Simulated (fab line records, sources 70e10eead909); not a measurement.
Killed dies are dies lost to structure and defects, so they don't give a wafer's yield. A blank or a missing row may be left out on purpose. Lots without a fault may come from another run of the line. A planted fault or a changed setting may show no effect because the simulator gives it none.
Chamber matching | flow nand_harc | NHARC_A_CONTACT_ETCH_92 on rie_diel-12: 4 sister chambers
The step etches the open film in CH3F/O2, target depth 40 nm, time 85.7 s. 30 wafers are shown with their chamber, then 12 later ones without.

WAFERS WITH THEIR CHAMBER
wafer  | chamber | drypump_motor_current_A (A) | showerhead_plenum_p_Torr (Torr) | rf_vpp_V (V)
L077.1 | 2       | 5.2                         | 2.40                            | 244.0
L077.2 | 1       | 4.7                         | 2.57                            | 246.0
L077.6 | 1       | 4.7                         | 2.58                            | 245.9
L076.2 | 3       | 6.2                         | 2.35                            | 243.0
L076.4 | 2       | 5.1                         | 2.40                            | 243.9
L076.6 | 2       | 5.1                         | 2.41                            | 243.2
L080.3 | 3       | 6.2                         | 2.35                            | 244.0
L080.4 | 2       | 5.2                         | 2.40                            | 244.6
L080.5 | 0       | 5.5                         | 2.44                            | 245.2
L083.2 | 3       | 6.2                         | 2.34                            | 242.5
L083.3 | 2       | 5.2                         | 2.40                            | 245.7
L083.5 | 0       | 5.5                         | 2.44                            | 243.9
L085.1 | 0       | 5.5                         | 2.44                            | 244.0
L085.2 | 2       | 5.2                         | 2.40                            | 242.7
L085.4 | 3       | 6.2                         | 2.34                            | 241.8
L084.2 | 3       | 6.2                         | 2.34                            | 242.4
L084.3 | 1       | 4.7                         | 2.57                            | 246.4
L084.6 | 2       | 5.2                         | 2.40                            | 242.5
L084.1 | 2       | 5.2                         | 2.40                            | 245.5
L084.4 | 1       | 4.7                         | 2.57                            | 245.2
L084.5 | 3       | 6.2                         | 2.34                            | 242.9
L087.2 | 1       | 4.7                         | 2.57                            | 246.6
L087.4 | 3       | 6.2                         | 2.34                            | 243.1
L087.5 | 0       | 5.5                         | 2.44                            | 243.7
L086.1 | 3       | 6.2                         | 2.34                            | 242.9
L086.2 | 2       | 5.2                         | 2.40                            | 244.0
L086.4 | 0       | 5.5                         | 2.44                            | 243.4
L089.1 | 1       | 4.7                         | 2.57                            | 244.6
L089.3 | 2       | 5.2                         | 2.40                            | 242.9
L089.4 | 0       | 5.5                         | 2.44                            | 244.7

SIGNATURES (means of the wafers above)
reading                  | chamber 0 | chamber 1 | chamber 2 | chamber 3 | scatter within a chamber
drypump_motor_current_A  | 5.500     | 4.700     | 5.180     | 6.200     | 0.0248
showerhead_plenum_p_Torr | 2.4400    | 2.5717    | 2.4010    | 2.3425    | 0.00353
rf_vpp_V                 | 244.150   | 245.783   | 243.900   | 242.825   | 0.858
Rule: a wafer's distance from a chamber is the root of the sum, over the readings, of the square of ((its reading less the chamber's mean) divided by the reading's scatter). The wafer belongs to the nearest chamber; if the next one is less than 2 further off, it can't be placed. The scatter: the root of (the sum of the squares of (reading less its chamber's mean) over the shown wafers, divided by (wafers less chambers)).

WAFERS WITHOUT THEIR CHAMBER
wafer  | drypump_motor_current_A (A) | showerhead_plenum_p_Torr (Torr) | rf_vpp_V (V)
L094.2 | 6.2                         | 2.34                            | 243.3
L094.3 | 5.5                         | 2.44                            | 242.3
L094.4 | 5.2                         | 2.40                            | 244.1
L093.1 | 4.7                         | 2.57                            | 245.3
L093.3 | 6.1                         | 2.34                            | 243.4
L093.6 | 5.5                         | 2.44                            | 243.6
L095.1 | 4.7                         | 2.57                            | 247.0
L095.2 | 6.2                         | 2.34                            | 243.2
L095.4 | 5.2                         | 2.40                            | 242.9
L096.1 | 5.5                         | 2.44                            | 243.7
L096.3 | 5.2                         | 2.39                            | 243.4
L096.5 | 4.7                         | 2.56                            | 246.5

WHICH CHAMBER EACH WENT THROUGH
wafer  | from the rows above | in truth
L094.2 | 3                   | 3
L094.3 | 0                   | 0
L094.4 | 2                   | 2
L093.1 | 1                   | 1
L093.3 | 3                   | 3
L093.6 | 0                   | 0
L095.1 | 1                   | 1
L095.2 | 3                   | 3
L095.4 | 2                   | 2
L096.1 | 0                   | 0
L096.3 | 2                   | 2
L096.5 | 1                   | 1
Placed correctly: 12 of 12. Can't be placed from these rows: 0. Placed wrongly: 0.
